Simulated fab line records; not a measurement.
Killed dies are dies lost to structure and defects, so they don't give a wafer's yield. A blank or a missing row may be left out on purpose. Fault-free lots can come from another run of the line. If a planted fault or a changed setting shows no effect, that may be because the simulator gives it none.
A lot that was struck, set against a sound lot | flow nand harc | 15 out of 1302 route steps
Sound: the wafers L500.2, L500.3, L500.6. Struck: wafers L492.1, L492.2 (left out: L492.3, a lot-mate that was not struck); the cause follows at the end.
At each step with rows: each side's tool, then ch and its chambers, then its first start. Under that, the readings that differ: sound wafers | struck wafers | difference of the means | sigmas: that difference in standard deviations of wafers without a fault.
alike: readings with means less than 2 such deviations apart, plus words and numbers identical on both sides. not compared: withheld readings, readings lacking a value on some wafer, bounds such as >300 that could conceal the same value, and numbers that have no deviation in the record and whose values overlap.
The two part at a step that has a row with sigmas, a row that says differs or no value, or rows on one side only. Numbers that don't overlap but have no deviation are shown without sigmas and don't part them. Lack of a reading on every wafer of one side parts them only where that side has two or more wafers.

NHARC_A_CHANNEL_HOLE_D2_CD_MEAS_31:
  struck on cd sem-01, day 15 18:46; sound on cd sem-01, day 19 15:38
  alike: cd nm
NHARC_A_CHANNEL_HOLE_D2_XSEM_32:
  sound on xsem-02 ch 0, day 19 15:44; struck on xsem-02 ch 0, day 15 18:51
  reading            | sound             | struck      | difference | sigmas
  tilt deg (degrees) | 0.124 0.125 0.124 | 0.028 0.027 | -0.097     | -3
  alike: bot cd nm, bow nm
NHARC_A_CHANNEL_HOLE_D2_INSPECT_40:
  struck on defect inspect-01, day 15 18:57; sound on defect inspect-01, day 19 15:50
  alike: raw defect count
then, 2 steps without rows for these wafers: NHARC_A_CHANNEL_FILL_D2_PRECLEAN_00 (cleans in SC1); NHARC_A_CHANNEL_FILL_D2_SRD_01.
NHARC_A_CHANNEL_FILL_D2_ALD_02: deposits SiO2, target thk 6 nm, pulse time 10 s, ald cycles 60.
  sound on ald hk-04 ch 1,2,3, day 19 16:01; struck on ald hk-04 ch 2,3, day 15 19:09
  alike: heater power w, precursor pulse height rel
then, 1 step without rows for these wafers: NHARC_A_CHANNEL_FILL_D2_ALD_03 (deposits SiNx, target thk 6 nm, pulse time 60 s, ald cycles 58).
NHARC_A_CHANNEL_FILL_D2_ALD_14: deposits SiO2, target thk 2.5 nm, pulse time 10 s, ald cycles 25.
  sound on ald hk-02 ch 0,2,3, day 19 23:07; struck on ald hk-04 ch 1,3, day 16 02:08
  alike: heater power w, precursor pulse height rel
NHARC_A_CHANNEL_FILL_D2_ALD_15: deposits SiNx, target thk 2 nm, pulse time 60 s, ald cycles 19.
  sound: ald sin batch-03 ch 0; struck: ald sin batch-03 ch 0
  alike: precursor pulse height rel
NHARC_A_CHANNEL_FILL_D2_ALD_16: deposits SiO2, target thk 1.5 nm, pulse time 10 s, ald cycles 15.
  sound on ald hk-01 ch 0,2, day 20 04:14; struck on ald hk-02 ch 0,1, day 16 07:22
  alike: heater power w, precursor pulse height rel
then, 2 steps without rows for these wafers: NHARC_A_CHANNEL_FILL_D2_ANNEAL_17 (time 1800 s); NHARC_A_CHANNEL_FILL_D2_CVD_18 (deposits poly-Si, target thk 3 nm).
NHARC_A_CHANNEL_FILL_D2_ETCHBACK_19: etches the open film in HBr/Cl2, target depth 5 nm, time 1.7 s.
  sound on rie si-05 ch 0,2, day 20 15:58; struck on rie si-02 ch 0,2, day 16 19:02
  reading               | sound             | struck      | difference | sigmas
  oes product au (a.u.) | 1.003 1.007 1.007 | 0.785 0.796 | -0.215     | -26
  alike: drypump motor current A, throttle valve pct
  not compared: rf hours counter h
then, 1 step without rows for these wafers: NHARC_A_CHANNEL_FILL_D2_ETCHBACK_20 (etches the open film in C4F8/O2/Ar, target depth 27 nm, time 13.5 s).
-- jump in the record: it breaks off in module A_CHANNEL_FILL_D2 and resumes in module END (first step shown: number 1302 of the route), and 10 days separate the struck wafers' starts before and after --
NHARC_END_SORT_01:
  at this point the record logs the struck wafers (prober-01 ch 0, day 26 10:35) and has no rows for the sound ones

WHERE THEY PART
Last at NHARC_END_SORT_01 as far as this record goes, first at NHARC_A_CHANNEL_HOLE_D2_XSEM_32.

WHY: what had been put in by the simulator
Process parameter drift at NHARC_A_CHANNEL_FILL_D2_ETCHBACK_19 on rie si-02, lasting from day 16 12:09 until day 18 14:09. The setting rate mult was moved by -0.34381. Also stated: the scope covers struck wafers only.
